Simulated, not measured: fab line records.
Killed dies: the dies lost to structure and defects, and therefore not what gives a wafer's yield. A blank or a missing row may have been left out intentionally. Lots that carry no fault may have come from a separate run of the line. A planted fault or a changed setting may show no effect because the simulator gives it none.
Which tool did it? || flow nand_harc || Sampling: 15 lots, 45 wafers, 4 of 1302 route steps

== WHAT THE GAUGES SHOWED, per wafer ==
The record lacks any reading of a measuring or inspecting step that a usual standard deviation could be used to judge.

== EACH LOT AND THE TOOL THAT RAN IT (in order: tool; ch and the chambers of the sampled wafers; start) ==
{"lot": "L954", "NHARC_A_STAIRCASE_STRIP_476": "rie_diel-04 ch 0,1,3, day 16 23:14", "NHARC_A_STAIRCASE_DEP_417": "pecvd-04 ch 0,1, day 16 23:23", "NHARC_A_STAIRCASE_CMP_450": "cmp-02 ch 0,1, day 18 18:46", "NHARC_A_STAIRCASE_DEP_471": "pecvd-04 ch 0,2, day 18 19:57"}
{"lot": "L957", "NHARC_A_STAIRCASE_STRIP_476": "rie_diel-01 ch 0,1,2, day 18 10:52", "NHARC_A_STAIRCASE_DEP_417": "pecvd-04 ch 0,1, day 18 10:58", "NHARC_A_STAIRCASE_CMP_450": "cmp-02 ch 0,1,3, day 20 13:50", "NHARC_A_STAIRCASE_DEP_471": "pecvd-04 ch 0,1,2, day 20 15:01"}
{"lot": "L958", "NHARC_A_STAIRCASE_STRIP_476": "rie_diel-04 ch 1,2,3, day 18 20:23", "NHARC_A_STAIRCASE_DEP_417": "pecvd-04 ch 0,1,2, day 18 20:28", "NHARC_A_STAIRCASE_CMP_450": "cmp-03 ch 1,2,3, day 20 13:52", "NHARC_A_STAIRCASE_DEP_471": "pecvd-02 ch 0,1,2, day 20 15:02"}
{"lot": "L959", "NHARC_A_STAIRCASE_STRIP_476": "rie_diel-04 ch 0,3, day 19 11:34", "NHARC_A_STAIRCASE_DEP_417": "pecvd-04 ch 0,1,2, day 19 11:39", "NHARC_A_STAIRCASE_CMP_450": "cmp-03 ch 0,2,3, day 21 05:19", "NHARC_A_STAIRCASE_DEP_471": "pecvd-01 ch 0,1,2, day 21 06:28"}
{"lot": "L960", "NHARC_A_STAIRCASE_STRIP_476": "rie_diel-13 ch 1,2, day 19 13:24", "NHARC_A_STAIRCASE_DEP_417": "pecvd-02 ch 0,2, day 19 13:32", "NHARC_A_STAIRCASE_CMP_450": "cmp-02 ch 1,2,3, day 21 05:29", "NHARC_A_STAIRCASE_DEP_471": "pecvd-02 ch 0,2, day 21 06:41"}
{"lot": "L962", "NHARC_A_STAIRCASE_STRIP_476": "rie_diel-13 ch 1,2,3, day 20 17:23", "NHARC_A_STAIRCASE_DEP_417": "pecvd-02 ch 0,2, day 20 17:29", "NHARC_A_STAIRCASE_CMP_450": "cmp-03 ch 0,1,3, day 22 10:58", "NHARC_A_STAIRCASE_DEP_471": "pecvd-01 ch 0,2, day 22 12:07"}
{"lot": "L970", "NHARC_A_STAIRCASE_STRIP_476": "rie_diel-13 ch 0,1,2, day 23 16:39", "NHARC_A_STAIRCASE_DEP_417": "pecvd-02 ch 0,1,2, day 23 16:45", "NHARC_A_STAIRCASE_CMP_450": "cmp-01 ch 0,1,3, day 25 17:47", "NHARC_A_STAIRCASE_DEP_471": "pecvd-04 ch 1,2, day 25 19:02"}
{"lot": "L969", "NHARC_A_STAIRCASE_STRIP_476": "rie_diel-04 ch 1,2,3, day 23 22:53", "NHARC_A_STAIRCASE_DEP_417": "pecvd-02 ch 0,1, day 23 22:59", "NHARC_A_STAIRCASE_CMP_450": "cmp-01 ch 0,2, day 25 22:34", "NHARC_A_STAIRCASE_DEP_471": "pecvd-01 ch 0,1,2, day 26 00:06"}
{"lot": "L971", "NHARC_A_STAIRCASE_STRIP_476": "rie_diel-13 ch 0,1,2, day 24 21:02", "NHARC_A_STAIRCASE_DEP_417": "pecvd-01 ch 1,2, day 24 21:12", "NHARC_A_STAIRCASE_CMP_450": "cmp-02 ch 1,2,3, day 26 16:12", "NHARC_A_STAIRCASE_DEP_471": "pecvd-01 ch 1,2, day 26 17:23"}
{"lot": "L972", "NHARC_A_STAIRCASE_STRIP_476": "rie_diel-01 ch 1,2, day 24 23:01", "NHARC_A_STAIRCASE_DEP_417": "pecvd-02 ch 1,2, day 24 23:07", "NHARC_A_STAIRCASE_CMP_450": "cmp-01 ch 0,2, day 26 17:23", "NHARC_A_STAIRCASE_DEP_471": "pecvd-04 ch 0,1, day 26 18:37"}
{"lot": "L974", "NHARC_A_STAIRCASE_STRIP_476": "rie_diel-13 ch 0,3, day 25 13:51", "NHARC_A_STAIRCASE_DEP_417": "pecvd-04 ch 0,1,2, day 25 14:02", "NHARC_A_STAIRCASE_CMP_450": "cmp-01 ch 2,3, day 27 09:48", "NHARC_A_STAIRCASE_DEP_471": "pecvd-01 ch 0,2, day 27 10:59"}
{"lot": "L973", "NHARC_A_STAIRCASE_STRIP_476": "rie_diel-13 ch 0,1,3, day 25 14:01", "NHARC_A_STAIRCASE_DEP_417": "pecvd-01 ch 0,1,2, day 25 14:09", "NHARC_A_STAIRCASE_CMP_450": "cmp-02 ch 0,2,3, day 27 09:31", "NHARC_A_STAIRCASE_DEP_471": "pecvd-01 ch 0,1,2, day 27 10:43"}
{"lot": "L975", "NHARC_A_STAIRCASE_STRIP_476": "rie_diel-13 ch 1,2,3, day 26 00:27", "NHARC_A_STAIRCASE_DEP_417": "pecvd-01 ch 0,1,2, day 26 00:32", "NHARC_A_STAIRCASE_CMP_450": "cmp-03 ch 0,1,3, day 27 18:35", "NHARC_A_STAIRCASE_DEP_471": "pecvd-01 ch 0,1, day 27 19:46"}
{"lot": "L976", "NHARC_A_STAIRCASE_STRIP_476": "rie_diel-13 ch 0,3, day 26 12:13", "NHARC_A_STAIRCASE_DEP_417": "pecvd-02 ch 1,2, day 26 12:21", "NHARC_A_STAIRCASE_CMP_450": "cmp-02 ch 0,1, day 28 05:35", "NHARC_A_STAIRCASE_DEP_471": "pecvd-04 ch 1,2, day 28 06:51"}
{"lot": "L977", "NHARC_A_STAIRCASE_STRIP_476": "rie_diel-13 ch 0,2,3, day 26 12:46", "NHARC_A_STAIRCASE_DEP_417": "pecvd-02 ch 0,1, day 26 12:52", "NHARC_A_STAIRCASE_CMP_450": "cmp-02 ch 0,2, day 28 04:45", "NHARC_A_STAIRCASE_DEP_471": "pecvd-01 ch 0,1, day 28 06:02"}
- NHARC_A_STAIRCASE_STRIP_476: strips in O2, time 20 s.
- NHARC_A_STAIRCASE_DEP_417: deposits Si3N4, target thk 60 nm.
- NHARC_A_STAIRCASE_CMP_450: polishes SiO2, target thk 200 nm.
- NHARC_A_STAIRCASE_DEP_471: deposits SiO2, target thk 100 nm.

== WHAT THE TOOLS THEMSELVES READ (means of the sampled wafers that have a number; where no wafer has one, the mark that the record gives instead) ==
NHARC_A_STAIRCASE_STRIP_476. Usual: drypump_motor_current_A 5.9 A, standard deviation 0.41; oes_product_au 0.998 a.u., standard deviation 0.012; rf_vpp_V 58.0 V, standard deviation 0.96; showerhead_plenum_p_Torr 3.58 Torr, standard deviation 0.16; throttle_valve_pct 17.036 %, standard deviation 0.0089.
{"lot": "L954", "tool": "rie_diel-04", "drypump_motor_current_A (A)": 6.0, "oes_product_au (a.u.)": 0.996, "rf_vpp_V (V)": 58.1, "showerhead_plenum_p_Torr (Torr)": 3.57, "throttle_valve_pct (%)": 17.039, "flag": ""}
{"lot": "L957", "tool": "rie_diel-01", "drypump_motor_current_A (A)": 5.8, "oes_product_au (a.u.)": 1.004, "rf_vpp_V (V)": 58.3, "showerhead_plenum_p_Torr (Torr)": 3.61, "throttle_valve_pct (%)": 17.036, "flag": ""}
{"lot": "L958", "tool": "rie_diel-04", "drypump_motor_current_A (A)": 5.9, "oes_product_au (a.u.)": 1.006, "rf_vpp_V (V)": 59.0, "showerhead_plenum_p_Torr (Torr)": 3.52, "throttle_valve_pct (%)": 17.039, "flag": ""}
{"lot": "L959", "tool": "rie_diel-04", "drypump_motor_current_A (A)": 5.7, "oes_product_au (a.u.)": 0.987, "rf_vpp_V (V)": 57.6, "showerhead_plenum_p_Torr (Torr)": 3.62, "throttle_valve_pct (%)": 17.040, "flag": ""}
{"lot": "L960", "tool": "rie_diel-13", "drypump_motor_current_A (A)": 5.8, "oes_product_au (a.u.)": 0.998, "rf_vpp_V (V)": 57.5, "showerhead_plenum_p_Torr (Torr)": 3.52, "throttle_valve_pct (%)": 17.035, "flag": ""}
{"lot": "L962", "tool": "rie_diel-13", "drypump_motor_current_A (A)": 5.9, "oes_product_au (a.u.)": 0.992, "rf_vpp_V (V)": 58.2, "showerhead_plenum_p_Torr (Torr)": 3.65, "throttle_valve_pct (%)": 17.039, "flag": ""}
{"lot": "L970", "tool": "rie_diel-13", "drypump_motor_current_A (A)": 6.0, "oes_product_au (a.u.)": 0.993, "rf_vpp_V (V)": 57.9, "showerhead_plenum_p_Torr (Torr)": 3.62, "throttle_valve_pct (%)": 17.044, "flag": ""}
{"lot": "L969", "tool": "rie_diel-04", "drypump_motor_current_A (A)": 6.0, "oes_product_au (a.u.)": 1.014, "rf_vpp_V (V)": 58.2, "showerhead_plenum_p_Torr (Torr)": 3.50, "throttle_valve_pct (%)": 17.029, "flag": ""}
{"lot": "L971", "tool": "rie_diel-13", "drypump_motor_current_A (A)": 6.0, "oes_product_au (a.u.)": 0.989, "rf_vpp_V (V)": 57.7, "showerhead_plenum_p_Torr (Torr)": 3.61, "throttle_valve_pct (%)": 17.035, "flag": ""}
{"lot": "L972", "tool": "rie_diel-01", "drypump_motor_current_A (A)": 6.0, "oes_product_au (a.u.)": 0.996, "rf_vpp_V (V)": 58.7, "showerhead_plenum_p_Torr (Torr)": 3.54, "throttle_valve_pct (%)": 17.026, "flag": ""}
{"lot": "L974", "tool": "rie_diel-13", "drypump_motor_current_A (A)": 5.9, "oes_product_au (a.u.)": 1.005, "rf_vpp_V (V)": 58.3, "showerhead_plenum_p_Torr (Torr)": 3.72, "throttle_valve_pct (%)": 17.029, "flag": ""}
{"lot": "L973", "tool": "rie_diel-13", "drypump_motor_current_A (A)": 6.1, "oes_product_au (a.u.)": 1.004, "rf_vpp_V (V)": 60.1, "showerhead_plenum_p_Torr (Torr)": 3.74, "throttle_valve_pct (%)": 17.035, "flag": ""}
{"lot": "L975", "tool": "rie_diel-13", "drypump_motor_current_A (A)": 6.0, "oes_product_au (a.u.)": 0.994, "rf_vpp_V (V)": 58.1, "showerhead_plenum_p_Torr (Torr)": 3.63, "throttle_valve_pct (%)": 17.034, "flag": ""}
{"lot": "L976", "tool": "rie_diel-13", "drypump_motor_current_A (A)": 5.9, "oes_product_au (a.u.)": 1.005, "rf_vpp_V (V)": 59.0, "showerhead_plenum_p_Torr (Torr)": 3.73, "throttle_valve_pct (%)": 17.033, "flag": ""}
{"lot": "L977", "tool": "rie_diel-13", "drypump_motor_current_A (A)": 5.7, "oes_product_au (a.u.)": 1.002, "rf_vpp_V (V)": 57.7, "showerhead_plenum_p_Torr (Torr)": 3.60, "throttle_valve_pct (%)": 17.041, "flag": ""}

NHARC_A_STAIRCASE_DEP_417. Usual: heater_power_outer_w 429 W, standard deviation 67; heater_power_w 702 W, standard deviation 97.
{"lot": "L954", "tool": "pecvd-04", "heater_power_outer_w (W)": 401, "heater_power_w (W)": 653, "flag": ""}
{"lot": "L957", "tool": "pecvd-04", "heater_power_outer_w (W)": 352, "heater_power_w (W)": 572, "flag": ""}
{"lot": "L958", "tool": "pecvd-04", "heater_power_outer_w (W)": 395, "heater_power_w (W)": 628, "flag": ""}
{"lot": "L959", "tool": "pecvd-04", "heater_power_outer_w (W)": 400, "heater_power_w (W)": 632, "flag": ""}
{"lot": "L960", "tool": "pecvd-02", "heater_power_outer_w (W)": 391, "heater_power_w (W)": 656, "flag": ""}
{"lot": "L962", "tool": "pecvd-02", "heater_power_outer_w (W)": 471, "heater_power_w (W)": 771, "flag": ""}
{"lot": "L970", "tool": "pecvd-02", "heater_power_outer_w (W)": 427, "heater_power_w (W)": 707, "flag": ""}
{"lot": "L969", "tool": "pecvd-02", "heater_power_outer_w (W)": 478, "heater_power_w (W)": 770, "flag": ""}
{"lot": "L971", "tool": "pecvd-01", "heater_power_outer_w (W)": 481, "heater_power_w (W)": 766, "flag": ""}
{"lot": "L972", "tool": "pecvd-02", "heater_power_outer_w (W)": 407, "heater_power_w (W)": 674, "flag": ""}
{"lot": "L974", "tool": "pecvd-04", "heater_power_outer_w (W)": 384, "heater_power_w (W)": 608, "flag": ""}
{"lot": "L973", "tool": "pecvd-01", "heater_power_outer_w (W)": 471, "heater_power_w (W)": 777, "flag": ""}
{"lot": "L975", "tool": "pecvd-01", "heater_power_outer_w (W)": 452, "heater_power_w (W)": 765, "flag": ""}
{"lot": "L976", "tool": "pecvd-02", "heater_power_outer_w (W)": 386, "heater_power_w (W)": 650, "flag": ""}
{"lot": "L977", "tool": "pecvd-02", "heater_power_outer_w (W)": 465, "heater_power_w (W)": 769, "flag": ""}

NHARC_A_STAIRCASE_CMP_450. Usual: motor_current_A 12.1 A, standard deviation 1; slurry_filter_dp_kPa 13.51 kPa, standard deviation 0.14.
{"lot": "L954", "tool": "cmp-02", "motor_current_A (A)": 14.1, "slurry_filter_dp_kPa (kPa)": 13.62, "flag": ""}
{"lot": "L957", "tool": "cmp-02", "motor_current_A (A)": 12.4, "slurry_filter_dp_kPa (kPa)": 13.53, "flag": ""}
{"lot": "L958", "tool": "cmp-03", "motor_current_A (A)": 12.3, "slurry_filter_dp_kPa (kPa)": 13.41, "flag": ""}
{"lot": "L959", "tool": "cmp-03", "motor_current_A (A)": 12.2, "slurry_filter_dp_kPa (kPa)": 13.48, "flag": ""}
{"lot": "L960", "tool": "cmp-02", "motor_current_A (A)": 11.1, "slurry_filter_dp_kPa (kPa)": 13.55, "flag": ""}
{"lot": "L962", "tool": "cmp-03", "motor_current_A (A)": 12.9, "slurry_filter_dp_kPa (kPa)": 13.46, "flag": ""}
{"lot": "L970", "tool": "cmp-01", "motor_current_A (A)": 11.9, "slurry_filter_dp_kPa (kPa)": 13.61, "flag": ""}
{"lot": "L969", "tool": "cmp-01", "motor_current_A (A)": 12.1, "slurry_filter_dp_kPa (kPa)": 13.48, "flag": ""}
{"lot": "L971", "tool": "cmp-02", "motor_current_A (A)": 11.1, "slurry_filter_dp_kPa (kPa)": 13.66, "flag": ""}
{"lot": "L972", "tool": "cmp-01", "motor_current_A (A)": 11.9, "slurry_filter_dp_kPa (kPa)": 13.46, "flag": ""}
{"lot": "L974", "tool": "cmp-01", "motor_current_A (A)": 12.3, "slurry_filter_dp_kPa (kPa)": 13.47, "flag": ""}
{"lot": "L973", "tool": "cmp-02", "motor_current_A (A)": 11.8, "slurry_filter_dp_kPa (kPa)": 13.53, "flag": ""}
{"lot": "L975", "tool": "cmp-03", "motor_current_A (A)": 12.2, "slurry_filter_dp_kPa (kPa)": 13.41, "flag": ""}
{"lot": "L976", "tool": "cmp-02", "motor_current_A (A)": 12.6, "slurry_filter_dp_kPa (kPa)": 13.53, "flag": ""}
{"lot": "L977", "tool": "cmp-02", "motor_current_A (A)": 13.0, "slurry_filter_dp_kPa (kPa)": 13.46, "flag": ""}

NHARC_A_STAIRCASE_DEP_471. Usual: chamber_pressure_Torr 6.501 Torr, standard deviation 0.015; flow_sccm 2649 sccm, standard deviation 7; heater_power_w 539 W, standard deviation 88; mfc_precursor_sccm 161.4 sccm, standard deviation 0.47; throttle_valve_pct 16.1 %, standard deviation 0.56.
{"lot": "L954", "tool": "pecvd-04", "chamber_pressure_Torr (Torr)": 6.485, "flow_sccm (sccm)": 2647, "heater_power_w (W)": 530, "mfc_precursor_sccm (sccm)": 161.5, "throttle_valve_pct (%)": 16.2, "flag": ""}
{"lot": "L957", "tool": "pecvd-04", "chamber_pressure_Torr (Torr)": 6.509, "flow_sccm (sccm)": 2652, "heater_power_w (W)": 444, "mfc_precursor_sccm (sccm)": 161.1, "throttle_valve_pct (%)": 15.6, "flag": ""}
{"lot": "L958", "tool": "pecvd-02", "chamber_pressure_Torr (Torr)": 6.506, "flow_sccm (sccm)": 2656, "heater_power_w (W)": 523, "mfc_precursor_sccm (sccm)": 161.2, "throttle_valve_pct (%)": 15.8, "flag": ""}
{"lot": "L959", "tool": "pecvd-01", "chamber_pressure_Torr (Torr)": 6.500, "flow_sccm (sccm)": 2651, "heater_power_w (W)": 578, "mfc_precursor_sccm (sccm)": 161.3, "throttle_valve_pct (%)": 16.5, "flag": ""}
{"lot": "L960", "tool": "pecvd-02", "chamber_pressure_Torr (Torr)": 6.493, "flow_sccm (sccm)": 2652, "heater_power_w (W)": 505, "mfc_precursor_sccm (sccm)": 160.6, "throttle_valve_pct (%)": 15.9, "flag": ""}
{"lot": "L962", "tool": "pecvd-01", "chamber_pressure_Torr (Torr)": 6.498, "flow_sccm (sccm)": 2644, "heater_power_w (W)": 594, "mfc_precursor_sccm (sccm)": 161.8, "throttle_valve_pct (%)": 16.1, "flag": ""}
{"lot": "L970", "tool": "pecvd-04", "chamber_pressure_Torr (Torr)": "-", "flow_sccm (sccm)": "-", "heater_power_w (W)": "-", "mfc_precursor_sccm (sccm)": "-", "throttle_valve_pct (%)": "-", "flag": "OFF"}
{"lot": "L969", "tool": "pecvd-01", "chamber_pressure_Torr (Torr)": "-", "flow_sccm (sccm)": "-", "heater_power_w (W)": "-", "mfc_precursor_sccm (sccm)": "-", "throttle_valve_pct (%)": "-", "flag": "OFF"}
{"lot": "L971", "tool": "pecvd-01", "chamber_pressure_Torr (Torr)": "-", "flow_sccm (sccm)": "-", "heater_power_w (W)": "-", "mfc_precursor_sccm (sccm)": "-", "throttle_valve_pct (%)": "-", "flag": "OFF"}
{"lot": "L972", "tool": "pecvd-04", "chamber_pressure_Torr (Torr)": 6.494, "flow_sccm (sccm)": 2649, "heater_power_w (W)": 399, "mfc_precursor_sccm (sccm)": 161.3, "throttle_valve_pct (%)": 15.9, "flag": ""}
{"lot": "L974", "tool": "pecvd-01", "chamber_pressure_Torr (Torr)": 6.503, "flow_sccm (sccm)": 2644, "heater_power_w (W)": 607, "mfc_precursor_sccm (sccm)": 161.0, "throttle_valve_pct (%)": 16.4, "flag": ""}
{"lot": "L973", "tool": "pecvd-01", "chamber_pressure_Torr (Torr)": 6.502, "flow_sccm (sccm)": 2652, "heater_power_w (W)": 577, "mfc_precursor_sccm (sccm)": 161.2, "throttle_valve_pct (%)": 16.5, "flag": ""}
{"lot": "L975", "tool": "pecvd-01", "chamber_pressure_Torr (Torr)": 6.504, "flow_sccm (sccm)": 2654, "heater_power_w (W)": 605, "mfc_precursor_sccm (sccm)": 162.0, "throttle_valve_pct (%)": 16.7, "flag": ""}
{"lot": "L976", "tool": "pecvd-04", "chamber_pressure_Torr (Torr)": 6.509, "flow_sccm (sccm)": 2650, "heater_power_w (W)": 473, "mfc_precursor_sccm (sccm)": 161.0, "throttle_valve_pct (%)": 15.3, "flag": ""}
{"lot": "L977", "tool": "pecvd-01", "chamber_pressure_Torr (Torr)": 6.506, "flow_sccm (sccm)": 2655, "heater_power_w (W)": 622, "mfc_precursor_sccm (sccm)": 161.9, "throttle_valve_pct (%)": 16.5, "flag": ""}

== THE ANSWER, worked out from the rows above alone ==
Rule: take the mean of a lot's wafers that have a number; if it is more than 3 standard deviations from the usual mean, the lot is off. Also off: a lot with no number at a reading for which 4 or more lots have one. Any other lot the step has rows for is counted as sound. First the gauges in route order, then the tools' own readings, where a lot's mean is used as printed above. The first step at which some lot is off is used, and at that step the reading that is off furthest; a lot without a number counts as furthest.
Off: L970, L969, L971, at NHARC_A_STAIRCASE_DEP_471 (chamber_pressure_Torr). Without a number there: L970, L969, L971.
A tool fits if, at that step or a process step before it, it ran every lot that is off, and no sound lot after the first of them. Of those tried, none fits.

== WHAT HAD BEEN PUT IN BY THE SIMULATOR ==
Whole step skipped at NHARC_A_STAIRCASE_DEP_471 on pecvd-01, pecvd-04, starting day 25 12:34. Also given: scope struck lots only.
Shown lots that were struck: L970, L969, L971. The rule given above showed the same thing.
